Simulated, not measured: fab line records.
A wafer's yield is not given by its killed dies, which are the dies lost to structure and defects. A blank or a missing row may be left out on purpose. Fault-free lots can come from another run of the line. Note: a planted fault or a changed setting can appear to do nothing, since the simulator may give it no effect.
Matching of chambers | flow n5 finfet | N5_FIN_SAQP_SPACER1_ALD_24 on ald sin-04 has 4 sister chambers
The step deposits SiO2, target thk 20.3 nm, pulse time 1 s, purge time 2 s. 4 wafers are shown with their chamber, then 10 later ones without.

WAFERS, EACH WITH ITS CHAMBER
wafer  | chamber | heater power w (W)
L075.5 | 3       | 445
L088.1 | 0       | 361
L091.3 | 1       | 456
L091.5 | 2       | 419

WAFERS WITH NO CHAMBER GIVEN
wafer  | heater power w (W)
L091.6 | 444
L094.3 | 454
L094.5 | 456
L094.6 | 425
L095.1 | 460
L095.3 | 452
L095.6 | 468
L097.1 | 445
L097.3 | 366
L097.6 | 428

THE CHAMBER EACH PASSED THROUGH
wafer  | from the rows above     | in truth
L091.6 | can't be placed: 3 or 1 | 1
L094.3 | can't be placed: 1 or 3 | 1
L094.5 | can't be placed: 1 or 3 | 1
L094.6 | 2                       | 2
L095.1 | can't be placed: 1 or 3 | 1
L095.3 | can't be placed: 1 or 3 | 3
L095.6 | can't be placed: 1 or 3 | 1
L097.1 | can't be placed: 3 or 1 | 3
L097.3 | 0                       | 0
L097.6 | can't be placed: 2 or 3 | 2
Correct placement for 2 of the 10. Not placeable from these rows: 8 (in 8, the candidates include the true chamber). Placed wrongly: 0.
How it was worked out, from the rows above alone: a wafer's distance from a chamber is the root of the sum, over the readings, of the square of ((its reading less the chamber's mean) divided by the reading's scatter). If the next closest chamber is less than 2 further off than the closest, the wafer can't be placed; otherwise it belongs to the closest. The mean given for a chamber averages the wafers shown for that chamber. The scatter: root of mean squared gap, hidden wafer to nearest shown wafer, with one shown wafer a chamber.
